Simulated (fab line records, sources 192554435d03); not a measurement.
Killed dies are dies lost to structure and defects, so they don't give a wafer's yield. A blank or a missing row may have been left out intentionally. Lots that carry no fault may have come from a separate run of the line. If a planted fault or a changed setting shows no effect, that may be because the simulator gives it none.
Which tool was responsible?	flow n5_finfet	12 lots with 36 wafers sampled at 2 steps, on a route of 1938 steps

## WHAT THE GAUGES SHOWED, per wafer
N5_BEOL_M4_RS_MEAS_58: the measuring method here is four-point-probe.
lot	measured	on	M4_RS (ohm/sq)
L075	day 8 06:08	film_metro-01	0.66 0.64 0.67
L077	day 8 09:20	film_metro-02	0.65 0.70 0.64
L079	day 9 02:27	film_metro-01	0.65 0.70 0.71
L081	day 9 09:05	film_metro-01	0.61 0.61 0.67
L083	day 10 04:50	film_metro-01	0.68 0.72 0.73
L085	day 10 10:40	film_metro-01	0.70 0.68 0.68
L087	day 11 08:18	film_metro-01	0.76 0.73 0.72
L089	day 11 14:58	film_metro-02	0.74 0.72 0.68
L091	day 12 05:28	film_metro-02	0.64 0.64 0.64
L093	day 12 12:39	film_metro-01	0.67 0.63 0.64
L095	day 13 12:35	film_metro-02	0.70 0.65 0.70
L097	day 14 09:24	film_metro-02	0.64 0.63 0.62

## TOOL THAT RAN EACH LOT (tool first, then ch and the chambers of the sampled wafers, then the start)
lot	N5_BEOL_M4_ANNEAL_95
L075	pvd_sputter-01, day 8 04:57
L077	pvd_sputter-01, day 8 08:08
L079	pvd_sputter-01, day 9 01:14
L081	pvd_sputter-01, day 9 07:53
L083	pvd_sputter-03, day 10 03:37
L085	pvd_sputter-02, day 10 09:24
L087	pvd_sputter-02, day 11 07:07
L089	pvd_sputter-03, day 11 13:47
L091	pvd_sputter-01, day 12 04:10
L093	pvd_sputter-03, day 12 11:26
L095	pvd_sputter-01, day 13 11:23
L097	pvd_sputter-01, day 14 08:01
- N5_BEOL_M4_ANNEAL_95: time 240 s.

## THE ANSWER, worked out from the rows above alone
Rule: usual is defined by the lots themselves. The widest of any qualifying gaps counts: lots, ordered by their means at a reading, are off when they make up no more than a third of the lots, leave a main group of 4 or more, and stand apart from it by 3 or more times the standard deviation of that group's means. If all means in a main group match to the digits the tables above print for the reading, that group is not used. Also off: a lot with no number at a reading for which 4 or more lots have one. The other lots that the step has rows for count as sound.
No lot is off on any of the readings shown, so nothing can be concluded from this.

## WHAT WAS PUT IN BY THE SIMULATOR
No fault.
